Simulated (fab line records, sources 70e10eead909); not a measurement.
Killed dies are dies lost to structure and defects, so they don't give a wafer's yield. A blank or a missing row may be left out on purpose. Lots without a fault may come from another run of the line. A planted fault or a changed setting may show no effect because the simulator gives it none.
fab line records | flow nand_harc | part 2 of 2: steps 39 to 39 of 39
record lots=6 wafers=18 last_day=23
route steps=1159 shown A_ONON_D1@430 A_CHANNEL_HOLE_D1@450 END@1159
lots that met no fault: from a run of the same line without faults
start_h: hours from the record's first day to the start of the lot's first wafer shown | wait_h: hours since the lot's step before | " the same as in the row above | L1.1+2: a row that stands for several wafers | - no value, or no start given | * or withheld: withheld | < > ~ a bound
route shown NAME@n: a module of which the file shows steps, and the number in the route of the first | usual: mean/standard deviation of fault-free wafers | same: alike in all rows | chamber/n: place in a boat | sites: the reading at each site | _std_site: their standard deviation | _edge_site: outer sites' mean less inner sites' | radius_mm: how far each site lies from the wafer's centre | mask NAME#n: copy n | behind: the tool/chamber that last shaped the wafer | hold: why the lot was held/for how many hours/how that ended | device: the transistor (n, p or np) that didn't switch | end of line: the same wafers' tests at the end of the route | a step without rows: its recipe alone | killed: dies lost to structure and defects at the first sort, not the wafer's yield | map: a wafer's dies, x killed, . not, _ none there
set.NAME: the setting as run; set.NAME@STEP: as run at that earlier step | model.NAME: the simulator's own value behind a step, which no gauge read
lots at some steps of the route; a table a step, a row a wafer
services: from which hour (start_h, from the record's first day; less than 0 if before it) a tool's chamber was out of use, for how many hours, and why
## steps
# step NHARC_END_SORT_01
# recipe temp_c=25
# usual killed_at_array=26/9.1 killed_at_other=0.7/0.9 killed_at_periphery=3.6/2.8 killed_dies=30/9.2 killed_open=3.0/1.9 killed_short=2.0/1.4
# same gross_dies=677
# columns lot.wafer tool chamber start_h wait_h killed_at_array killed_at_other killed_at_periphery killed_dies killed_open killed_short
L146.4 prober-02 0 454.76 3.4 20 0 3 23 3 3
L146.5 prober-02 0 455.56 3.7 18 0 1 19 1 1
L146.6 prober-02 0 456.36 4.0 17 0 1 18 3 0
L153.3 prober-02 0 483.33 3.1 21 1 4 26 1 2
L153.4 prober-02 0 484.13 3.4 30 3 3 36 2 0
L153.6 prober-02 0 485.74 4.0 23 2 3 28 4 2
L156.1 prober-01 0 489.48 2.5 28 2 2 32 3 3
L156.2 prober-01 0 490.28 2.8 23 0 1 24 5 2
L156.3 prober-01 0 491.07 3.1 22 1 0 23 5 4
L162.2 prober-01 0 554.74 2.8 60 3 8 71 3 2
L162.3 prober-01 0 555.53 3.1 71 1 14 86 2 4
L162.5 prober-01 0 557.12 3.7 58 0 10 68 2 2
L163.4 prober-02 0 556.29 3.4 53 1 6 60 2 1
L163.5 prober-02 0 557.07 3.7 68 1 5 74 7 3
L163.6 prober-02 0 557.86 3.9 54 1 1 56 3 1
# killed by level:class
L146.4 A_SLIT:chamber_film_flake=15 P_GATE:geometric_particle:open=1 P_M0:geometric_particle:open=1 P_M0:geometric_particle:short=1 A_SOURCE_PLATE:geometric_particle:open=1 A_ONON_D1:geometric_particle:short=1 A_SGD_CUT:geometric_particle:short=1 A_CHANNEL_HOLE_D1:chamber_film_flake=1
L146.5 A_SLIT:chamber_film_flake=8 A_CHANNEL_HOLE_D1:chamber_film_flake=4 A_CONTACT:chamber_film_flake=2 A_ONON_D1:geometric_particle:short=1 A_CONTACT:geometric_particle:open=1 P_STI:chamber_film_flake=1 A_STAIRCASE:chamber_film_flake=1 A_WL_FILL:chamber_film_flake=1
L146.6 A_SLIT:chamber_film_flake=9 A_STAIRCASE:chamber_film_flake=2 A_CONTACT:chamber_film_flake=2 A_CHANNEL_HOLE_D1:chamber_film_flake=1 A_WL_FILL:geometric_particle:open=1 A_CONTACT:geometric_particle:open=1 A_M0:geometric_particle:open=1 P_GATE:chamber_film_flake=1
L153.3 A_CHANNEL_HOLE_D1:chamber_film_flake=11 A_STAIRCASE:chamber_film_flake=5 P_STI:chamber_film_flake=2 A_ZERO_WELL:chamber_film_flake=2 P_CONTACT:geometric_particle:short=1 A_SOURCE_PLATE:geometric_particle:open=1 A_ONON_D1:geometric_particle:short=1 P_GATE:chamber_film_flake=1
L153.4 A_CHANNEL_HOLE_D1:chamber_film_flake=15 A_STAIRCASE:chamber_film_flake=7 A_ZERO_WELL:chamber_film_flake=3 THIN_TSV:chamber_film_flake=3 P_STI:chamber_film_flake=2 A_ONON_D1:geometric_particle:open=1 A_BLC:geometric_particle:open=1 P_GATE:chamber_film_flake=1
L153.6 A_CHANNEL_HOLE_D1:chamber_film_flake=11 A_STAIRCASE:chamber_film_flake=5 A_M0:geometric_particle:open=2 P_STI:chamber_film_flake=2 A_CONTACT:chamber_film_flake=2 THIN_TSV:chamber_film_flake=2 P_M0:geometric_particle:open=1 A_ONON_D1:geometric_particle:short=1
L156.1 A_SLIT:chamber_film_flake=11 A_CHANNEL_HOLE_D1:chamber_film_flake=6 A_STAIRCASE:chamber_film_flake=5 A_CONTACT:chamber_film_flake=2 P_CONTACT:geometric_particle:open=1 A_CHANNEL_FILL_D1:geometric_particle:short=1 A_WL_FILL:geometric_particle:open=1 A_CONTACT:geometric_particle:open=1
L156.2 A_SLIT:chamber_film_flake=8 A_CHANNEL_HOLE_D1:chamber_film_flake=3 A_STAIRCASE:chamber_film_flake=3 A_M0:geometric_particle:open=2 A_CHANNEL_FILL_D1:geometric_particle:open=1 A_SGD_CUT:geometric_particle:open=1 A_WL_FILL:geometric_particle:open=1 A_BLC:geometric_particle:short=1
L156.3 A_SLIT:chamber_film_flake=6 A_STAIRCASE:chamber_film_flake=4 A_CHANNEL_HOLE_D1:chamber_film_flake=3 A_CHANNEL_FILL_D1:geometric_particle:open=2 A_CHANNEL_FILL_D1:geometric_particle:short=2 A_WL_FILL:geometric_particle:short=2 A_CONTACT:geometric_particle:open=2 A_WL_FILL:geometric_particle:open=1
L162.2 A_ONON_D1:unspecified=38 A_SLIT:chamber_film_flake=8 P_ZERO_WELL:chamber_film_flake=6 A_CONTACT:chamber_film_flake=4 A_CHANNEL_FILL_D1:chamber_film_flake=3 THIN_TSV:chamber_film_flake=3 A_CHANNEL_HOLE_D1:chamber_film_flake=2 P_M2:geometric_particle:short=1
L162.3 A_ONON_D1:unspecified=39 A_SLIT:chamber_film_flake=17 P_BONDPAD:chamber_film_flake=6 A_CHANNEL_HOLE_D1:chamber_film_flake=6 P_M1:chamber_film_flake=4 P_ZERO_WELL:chamber_film_flake=3 A_CONTACT:chamber_film_flake=3 P_GATE:geometric_particle:short=1
L163.4 A_ONON_D1:unspecified=31 A_SLIT:chamber_film_flake=9 A_CHANNEL_HOLE_D1:chamber_film_flake=7 P_GATE:chamber_film_flake=4 A_CONTACT:chamber_film_flake=3 A_ONON_D1:geometric_particle:open=1 A_CHANNEL_FILL_D1:geometric_particle:short=1 A_CONTACT:geometric_particle:open=1
L163.5 A_ONON_D1:unspecified=33 A_SLIT:chamber_film_flake=15 A_CONTACT:chamber_film_flake=8 A_CHANNEL_HOLE_D1:chamber_film_flake=4 A_CHANNEL_FILL_D1:geometric_particle:open=2 A_CONTACT:geometric_particle:open=2 P_GATE:chamber_film_flake=2 P_M1:geometric_particle:short=1
L162.5 A_ONON_D1:unspecified=31 A_SLIT:chamber_film_flake=12 P_BONDPAD:chamber_film_flake=5 A_CHANNEL_HOLE_D1:chamber_film_flake=5 P_ZERO_WELL:chamber_film_flake=4 A_CONTACT:chamber_film_flake=3 A_CONTACT:geometric_particle:open=2 A_WL_FILL:chamber_film_flake=2
L163.6 A_ONON_D1:unspecified=31 A_SLIT:chamber_film_flake=11 A_CONTACT:chamber_film_flake=6 A_CHANNEL_HOLE_D1:chamber_film_flake=3 A_CHANNEL_FILL_D1:geometric_particle:open=1 A_WL_FILL:geometric_particle:open=1 A_CONTACT:geometric_particle:short=1 THIN_TSV:geometric_particle:open=1
# map L162.3 (x killed, . not)
____________.____________
_________......._________
_______..........._______
______...........x.______
_____..............._____
____.....x.....xx...x____
____....x............____
___..x.x..............___
___x...........x.x...x___
__.....................__
__.x...................__
_xx......x.............._
_x..xx.......x.........._
_.x..x.................._
_..x.x.................._
_x.xx..................._
.xx.xxx................x.
.x...x.................xx
....x............x.....xx
....................xxxxx
....................xxxxx
_...................xxxx_
_..x................xxxx_
_....................xxx_
_..................xxxxx_
_..x.............x..xxxx_
__.................xxxx__
__.................x.xx__
___...............x.xx___
___.................x.___
____.................____
____.................____
_____..........x...._____
______.............______
_______..........._______
_________......._________
____________.____________
# map L163.5 (x killed, . not)
____________.____________
_________......._________
_______..........._______
______.............______
_____..............._____
____.................____
____.................____
___..............x....___
___.......x.......x...___
__x..................x.__
__.........x...........__
_.xx.x.................._
_x.xx..................._
_xxxx..................._
_x.xx...x..............._
_....x.............x...._
...xx...................x
....x.x...............x..
......................x..
.....................xxxx
.....................xxxx
_............x........xx_
_.x.................xxxx_
_...................xxxx_
_...................xxxx_
_..................xxxxx_
__..............x.....x__
__........x.........xxx__
___......x........x..x___
___..x...........x....___
____....x.......x..x.____
____.................____
_____..........x...._____
______...........x.______
_______..........._______
_________......._________
____________.____________
## services
# columns tool chamber start_h hours kind
rie_diel-09 0 159.60 - clean
rie_diel-09 1 159.60 - clean
rie_diel-09 2 159.60 - clean
rie_diel-09 3 159.60 - clean
rie_diel-12 0 163.84 3.2 repair
acl_dep-02 - 169.32 13.0 pm
rie_diel-09 0 184.10 - clean
rie_diel-09 1 184.10 - clean
rie_diel-09 2 184.10 - clean
rie_diel-09 3 184.10 - clean
pecvd-04 - 195.00 13.0 pm
pecvd_onon-01 - 195.00 13.0 pm
rie_diel-12 - 202.44 9.0 pm
pecvd_onon-02 - 207.52 1.5 repair
rie_diel-09 0 208.60 - clean
rie_diel-09 1 208.60 - clean
rie_diel-09 2 208.60 - clean
rie_diel-09 3 208.60 - clean
acl_dep-03 - 225.88 13.0 pm
rie_diel-09 - 230.84 2.3 repair
pecvd-01 - 237.00 13.0 pm
pecvd-04 - 240.46 0.5 repair
rie_diel-09 - 254.10 9.0 pm
rie_diel-09 0 254.10 9.0 vent_cycle
## key
first_sign step=NHARC_END_SORT_01 reading=killed_dies direction=up sigmas=4.2 usual=30 struck=69
effect step=NHARC_END_SORT_01 reading=killed_at_array direction=up sigmas=3.8 usual=26 struck=61
more_kills_born_at NHARC_A_ONON_D1_DEP_25@pecvd_onon-02=203
met_at NHARC_A_ONON_D1_DEP_25
struck_wafers L162.2,L162.3,L162.5,L163.4,L163.5,L163.6
tester_left_out L162,L163
onset_between 212.05 265.52
also_fits time
fault kind=chamber_particle_source tool=pecvd_onon-02 chamber=- onset_h=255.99 steps=NHARC_A_ONON_D1_DEP_25 rate_per_visit_cm2=0.38326 end_h=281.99
# tester_left_out: of these lots the tester's yield and bins aren't shown, on N5 and GAA mostly nor the transistor test; their killed dies are dies lost to structure and defects alone, not to doping, threshold or leakage, so they don't give the yield
